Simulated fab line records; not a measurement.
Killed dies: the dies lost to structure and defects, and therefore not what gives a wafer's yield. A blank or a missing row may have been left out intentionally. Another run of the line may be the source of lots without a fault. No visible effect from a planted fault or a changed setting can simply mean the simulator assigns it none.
Matching of chambers :: flow n5-finfet :: 4 sister chambers for N5_HKMG_FIN_ALD_21 on ald-metal-01
The step deposits TiN, target thk 1.5 nm, pulse time 1 s, purge time 3 s. 8 wafers are shown with their chamber, then 12 later ones without.

== WAFERS PAIRED WITH THEIR CHAMBERS ==
wafer: L090.4
chamber: 3
heater-power-w (W): 843
precursor-pulse-height-rel: 0.997

wafer: L093.3
chamber: 2
heater-power-w (W): 978
precursor-pulse-height-rel: 1.017

wafer: L093.4
chamber: 3
heater-power-w (W): 852
precursor-pulse-height-rel: 0.973

wafer: L093.5
chamber: 0
heater-power-w (W): 904
precursor-pulse-height-rel: 1.030

wafer: L093.6
chamber: 1
heater-power-w (W): 958
precursor-pulse-height-rel: 0.958

wafer: L094.1
chamber: 1
heater-power-w (W): 941
precursor-pulse-height-rel: 0.963

wafer: L094.2
chamber: 0
heater-power-w (W): 906
precursor-pulse-height-rel: 1.012

wafer: L094.3
chamber: 2
heater-power-w (W): 975
precursor-pulse-height-rel: 0.975

== WAFERS WHOSE CHAMBER IS MISSING ==
wafer: L094.4
heater-power-w (W): 848
precursor-pulse-height-rel: 0.988

wafer: L094.5
heater-power-w (W): 853
precursor-pulse-height-rel: 0.971

wafer: L094.6
heater-power-w (W): 905
precursor-pulse-height-rel: 0.989

wafer: L095.1
heater-power-w (W): 959
precursor-pulse-height-rel: 1.029

wafer: L095.5
heater-power-w (W): 972
precursor-pulse-height-rel: 1.014

wafer: L095.6
heater-power-w (W): 984
precursor-pulse-height-rel: 1.017

wafer: L097.1
heater-power-w (W): 838
precursor-pulse-height-rel: 1.024

wafer: L097.2
heater-power-w (W): 936
precursor-pulse-height-rel: 1.010

wafer: L097.3
heater-power-w (W): 964
precursor-pulse-height-rel: 0.999

wafer: L097.4
heater-power-w (W): 899
precursor-pulse-height-rel: 0.976

wafer: L097.5
heater-power-w (W): 926
precursor-pulse-height-rel: 0.986

wafer: L097.6
heater-power-w (W): 956
precursor-pulse-height-rel: 1.001

== CHAMBER TAKEN BY EACH ==
wafer: L094.4
from the rows above: 3
in truth: 3

wafer: L094.5
from the rows above: 3
in truth: 3

wafer: L094.6
from the rows above: 0
in truth: 0

wafer: L095.1
from the rows above: can't be placed: 2 or 1
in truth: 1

wafer: L095.5
from the rows above: 2
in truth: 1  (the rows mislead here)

wafer: L095.6
from the rows above: 2
in truth: 2

wafer: L097.1
from the rows above: 3
in truth: 3

wafer: L097.2
from the rows above: can't be placed: 1 or 0
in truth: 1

wafer: L097.3
from the rows above: can't be placed: 2 or 1
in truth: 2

wafer: L097.4
from the rows above: 0
in truth: 0

wafer: L097.5
from the rows above: can't be placed: 0 or 1
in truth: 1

wafer: L097.6
from the rows above: can't be placed: 1 or 2
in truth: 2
Placed correctly: 6 of 12. These rows do not allow placing 5 (true chamber among the candidates in 5). Number placed wrongly: 1.
How it was worked out, from the rows above alone: a wafer's distance from a chamber is the root of the sum, over the readings, of the square of ((its reading less the chamber's mean) divided by the reading's scatter). If the next closest chamber is less than 2 further off than the closest, the wafer can't be placed; otherwise it belongs to the closest. Each chamber's mean is taken over the wafers shown for it. The scatter: take each reading less its chamber's mean, square it, sum over the shown wafers, divide by the number of wafers less the number of chambers, and take the root.
